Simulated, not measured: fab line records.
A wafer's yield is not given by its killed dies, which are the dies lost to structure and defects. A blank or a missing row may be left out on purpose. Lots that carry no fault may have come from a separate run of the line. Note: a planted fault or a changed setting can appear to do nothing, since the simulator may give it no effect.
Chamber matching	flow n5Finfet	N5_PMOS_HMC_CHANNEL_EPI_STRIP_33 on rieDiel-03: 4 sister chambers
The step strips in N2/H2. 4 wafers are shown with their chamber, then 9 later ones without.

== WAFERS PAIRED WITH THEIR CHAMBERS ==
wafer	chamber	showerheadPlenumPTorr (Torr)
L081.1	0	3.35
L087.3	2	3.51
L087.4	3	3.44
L087.6	1	3.24

== WAFERS WITHOUT THEIR CHAMBER ==
wafer	showerheadPlenumPTorr (Torr)
L092.1	3.50
L092.5	3.23
L092.6	3.50
L093.3	3.34
L093.5	3.34
L093.6	3.23
L094.1	3.50
L094.2	3.43
L094.6	3.23

== WHICH CHAMBER EACH ONE RAN IN ==
wafer	from the rows above	in truth
L092.1	2	2
L092.5	1	1
L092.6	2	2
L093.3	0	0
L093.5	0	0
L093.6	1	1
L094.1	2	2
L094.2	3	3
L094.6	1	1
Correctly placed: 9 of 9. Number that these rows cannot place: 0. Wrongly placed: 0.
How it was worked out, from the rows above alone: a wafer's distance from a chamber is the root of the sum, over the readings, of the square of ((its reading less the chamber's mean) divided by the reading's scatter). The wafer belongs to the nearest chamber; if the next one is less than 2 further off, it can't be placed. For every chamber, the mean is computed from those of its wafers that are shown. The scatter: root of mean squared gap, hidden wafer to nearest shown wafer, with one shown wafer a chamber.
